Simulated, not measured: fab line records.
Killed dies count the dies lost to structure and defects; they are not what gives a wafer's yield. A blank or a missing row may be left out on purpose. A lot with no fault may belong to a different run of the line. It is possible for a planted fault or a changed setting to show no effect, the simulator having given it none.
Comparing a struck lot with a sound one    flow nand_harc    15 steps out of a route of 1302
Sound: the wafers L732.3, L732.5, L732.6. Struck: wafer L724.2 (left out: L724.3, L724.5 of the same lot, which were not struck); the cause appears at the end.
Order at every step that has rows: each side's tool, ch and its chambers, its first start. Under that, the readings that differ: sound wafers    struck wafers    difference of the means    sigmas: that difference in standard deviations of wafers without a fault.
alike: readings with means less than 2 such deviations apart, plus words and numbers identical on both sides. not compared: withheld readings, readings lacking a value on some wafer, bounds such as >300 that could conceal the same value, and numbers that have no deviation in the record and whose values overlap.
The two part at a step that has a row with sigmas, a row that says differs or no value, or rows on one side only. Numbers that have no deviation but don't overlap get no sigmas and don't part them. A reading that every wafer of one side lacks parts them only if that side has two wafers or more.

first, 6 steps without rows for these wafers: NHARC_A_DECK1_JOINT_CVD_34 (deposits SiNx, target thk 20 nm); NHARC_A_DECK1_JOINT_DEP_06 (deposits SiOx, target thk 80 nm); NHARC_A_DECK1_JOINT_CURE_26 (time 32 s); NHARC_A_DECK1_JOINT_ANNEAL_27 (time 3600 s); NHARC_A_DECK1_JOINT_ANNEAL_28 (time 1800 s); NHARC_A_DECK1_JOINT_ANNEAL_29 (time 1800 s).
NHARC_A_DECK1_JOINT_CMP_02: polishes SiOx.
  sound on cmp-04 ch 2,3, day 20 05:37; struck on cmp-03 ch 0, day 16 23:49
  alike: motor_current_A, retaining_ring_pressure_frac
next, for these wafers, 1 step has no rows: NHARC_A_DECK1_JOINT_SRD_15.
NHARC_A_DECK1_JOINT_DEP_16: deposits SiO2, target thk 45 nm.
  sound on pecvd-03 ch 0,1, day 20 05:59; struck on pecvd-02 ch 1, day 17 00:12
  alike: flow_sccm, heater_power_w, mfc_precursor_sccm, throttle_valve_pct
NHARC_A_DECK1_JOINT_THK_MEAS_17: measures by ellipsometry.
  struck on film_metro-01, day 17 00:29; sound on film_metro-01, day 20 06:16
  alike: thk_nm
NHARC_A_DECK1_JOINT_INSPECT_05:
  struck on defect_inspect-02, day 17 00:31; sound on defect_inspect-01, day 20 06:18
reading           sound        struck  difference  sigmas
raw_defect_count  502 585 369  198     -287        -3
NHARC_A_ONON_D2_DEP_00: target thk 1000 nm.
  sound on pecvd_onon-02 ch 0, day 20 06:29; struck on pecvd_onon-01 ch 0, day 17 00:39
  alike: n2_flow_sccm
NHARC_A_ONON_D2_THK_MEAS_02: measures by ellipsometry.
  struck on film_metro-01, day 17 01:05; sound on film_metro-01, day 20 06:53
reading      sound        struck  difference  sigmas
thk_nm (nm)  988 989 989  693     -296        -34
then, no rows for these wafers at 1 step: NHARC_A_ONON_D2_DEP_03 (target thk 1000 nm).
-- break in the record here, with 12 days between the starts of the struck wafers on either side (left off in module A_ONON_D2, picked up again in module END, where the first step shown is number 1302 on the route) --
NHARC_END_SORT_01:
  at this point the record logs the struck wafers (prober-02 ch 0, day 28 23:54) and has no rows for the sound ones

WHERE THEY PART
Earliest at NHARC_A_DECK1_JOINT_INSPECT_05; latest, in this record, at NHARC_END_SORT_01.

WHY: whatever the simulator had introduced
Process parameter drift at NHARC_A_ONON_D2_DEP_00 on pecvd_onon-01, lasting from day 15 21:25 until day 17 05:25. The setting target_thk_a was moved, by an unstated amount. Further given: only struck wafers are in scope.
